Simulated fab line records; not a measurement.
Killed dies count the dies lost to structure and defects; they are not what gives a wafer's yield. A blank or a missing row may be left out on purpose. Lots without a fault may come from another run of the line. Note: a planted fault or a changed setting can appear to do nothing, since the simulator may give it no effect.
Which tool was responsible? / flow nand harc / route of 1159 steps, sampled at 1 step: 7 lots, 20 wafers

== WHAT THE GAUGES READ, wafer by wafer ==
NHARC_A_SLIT_INSPECT_11.
lot=L321; measured=day 14 17:16; on=defect inspect-02; raw defect count=27 25 17
lot=L320; measured=day 14 17:35; on=defect inspect-02; raw defect count=15 14 16
lot=L324; measured=day 16 09:02; on=defect inspect-02; raw defect count=15 8 19
lot=L327; measured=day 16 16:50; on=defect inspect-01; raw defect count=22 20
lot=L333; measured=day 18 06:43; on=defect inspect-01; raw defect count=42 31 31
lot=L334; measured=day 19 04:53; on=defect inspect-02; raw defect count=37 33 20
lot=L340; measured=day 20 08:14; on=defect inspect-02; raw defect count=17 19 17

== EACH LOT AND THE TOOL THAT RAN IT (in order: tool; ch and the chambers of the sampled wafers; start) ==
The record holds no process step before these readings.

== THE ANSWER, worked out from the rows above alone ==
Rule: the usual values come from the lots themselves. The widest of any qualifying gaps counts: lots, ordered by their means at a reading, are off when they make up no more than a third of the lots, leave a main group of 4 or more, and stand apart from it by 3 or more times the standard deviation of that group's means. If all means in a main group match to the digits the tables above print for the reading, that group is not used. Also off: a lot with no number at a reading for which 4 or more lots have one. Any other lot the step has rows for is counted as sound.
None of the lots is off at any reading shown; this tells nothing.

== WHAT THE SIMULATOR HAD PUT IN ==
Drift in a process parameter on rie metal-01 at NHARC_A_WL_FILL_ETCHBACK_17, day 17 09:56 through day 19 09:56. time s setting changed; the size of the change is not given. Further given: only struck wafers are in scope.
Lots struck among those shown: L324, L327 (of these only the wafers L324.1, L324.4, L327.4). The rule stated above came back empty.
